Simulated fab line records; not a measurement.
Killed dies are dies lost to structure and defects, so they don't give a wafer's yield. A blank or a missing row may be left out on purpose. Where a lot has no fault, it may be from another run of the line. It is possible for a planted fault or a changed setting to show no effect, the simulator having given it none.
Matching of chambers + flow n5-finfet + N5_BEOL_M6_CURE_74 on uv-cure-03 has 3 sister chambers
The step cures SiCOH lowk, time 240 s. 3 wafers are shown with their chamber, then 7 later ones without.

== WAFERS PAIRED WITH THEIR CHAMBERS ==
| wafer  | chamber | wafer_temp_C_max |
|--------|---------|------------------|
| L074.6 | 2       | 387.6            |
| L086.6 | 1       | 386.2            |
| L089.4 | 0       | 386.1            |

== WAFERS WITH NO CHAMBER GIVEN ==
| wafer  | wafer_temp_C_max |
|--------|------------------|
| L089.6 | 386.2            |
| L093.1 | 386.9            |
| L093.5 | 387.1            |
| L093.6 | 386.8            |
| L094.2 | 386.4            |
| L094.3 | 385.9            |
| L094.5 | 386.2            |

== THE CHAMBER EACH PASSED THROUGH ==
| wafer  | from the rows above          | in truth |
|--------|------------------------------|----------|
| L089.6 | can't be placed: 1 or 0      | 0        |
| L093.1 | can't be placed: 1 or 2 or 0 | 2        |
| L093.5 | can't be placed: 2 or 1 or 0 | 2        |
| L093.6 | can't be placed: 1 or 0 or 2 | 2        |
| L094.2 | can't be placed: 1 or 0      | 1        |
| L094.3 | can't be placed: 0 or 1      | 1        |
| L094.5 | can't be placed: 1 or 0      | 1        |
Correctly placed: 0 of 7. Cannot be placed on the basis of these rows: 7; the candidates contain the true chamber in 7. Number placed wrongly: 0.
How it was worked out, from the rows above alone: a wafer's distance from a chamber is the root of the sum, over the readings, of the square of ((its reading less the chamber's mean) divided by the reading's scatter). If the next closest chamber is less than 2 further off than the closest, the wafer can't be placed; otherwise it belongs to the closest. A chamber's mean is the mean of its shown wafers. The scatter: root of mean squared gap, hidden wafer to nearest shown wafer, with one shown wafer a chamber.
